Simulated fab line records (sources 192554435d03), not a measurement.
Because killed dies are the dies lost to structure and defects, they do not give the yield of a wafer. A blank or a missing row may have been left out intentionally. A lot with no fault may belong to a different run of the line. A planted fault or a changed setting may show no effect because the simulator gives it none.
Chamber matching | flow n5 finfet | N5_BEOL_M9_STRIP_67 on rie diel-03 has 4 sister chambers
The step strips in CF4. 8 wafers are shown with their chamber, then 11 later ones without.

## EACH WAFER AND ITS CHAMBER
wafer  | chamber | drypump motor current A (A) | throttle valve pct (%)
L080.2 | 3       | 5.7                         | 13.82
L085.2 | 2       | 6.1                         | 13.99
L085.3 | 1       | 6.1                         | 13.67
L085.4 | 0       | 5.9                         | 13.63
L089.1 | 3       | 5.6                         | 13.83
L089.4 | 0       | 5.9                         | 13.64
L089.5 | 2       | 6.1                         | 14.03
L088.1 | 1       | 6.1                         | 13.68

## WAFERS MISSING THEIR CHAMBER
wafer  | drypump motor current A (A) | throttle valve pct (%)
L088.2 | 5.9                         | 13.65
L088.5 | 6.1                         | 13.69
L090.2 | 5.9                         | 13.66
L090.3 | 5.6                         | 13.88
L090.5 | 5.9                         | 13.66
L093.3 | 5.9                         | 13.66
L093.5 | 6.1                         | 13.72
L093.6 | 6.1                         | 13.47
L095.1 | 6.1                         | 13.48
L095.4 | 6.1                         | 13.73
L095.6 | 6.1                         | 13.49

## CHAMBER TAKEN BY EACH
wafer  | from the rows above     | in truth
L088.2 | 0                       | 0
L088.5 | 1                       | 1
L090.2 | 0                       | 0
L090.3 | 3                       | 3
L090.5 | 0                       | 0
L093.3 | 0                       | 0
L093.5 | 1                       | 1
L093.6 | can't be placed: 0 or 1 | 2
L095.1 | can't be placed: 0 or 1 | 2
L095.4 | 1                       | 1
L095.6 | can't be placed: 0 or 1 | 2
8 of 11 placed correctly. Can't be placed from these rows: 3 (the true chamber is among the candidates in 0). Wrongly placed: 0.
How it was worked out, from the rows above alone: a wafer's distance from a chamber is the root of the sum, over the readings, of the square of ((its reading less the chamber's mean) divided by the reading's scatter). If the next closest chamber is less than 2 further off than the closest, the wafer can't be placed; otherwise it belongs to the closest. A chamber's mean is the mean of its shown wafers. The scatter is the square root of a quotient: the sum, over the shown wafers, of each reading's squared deviation from its chamber's mean, divided by wafers minus chambers.
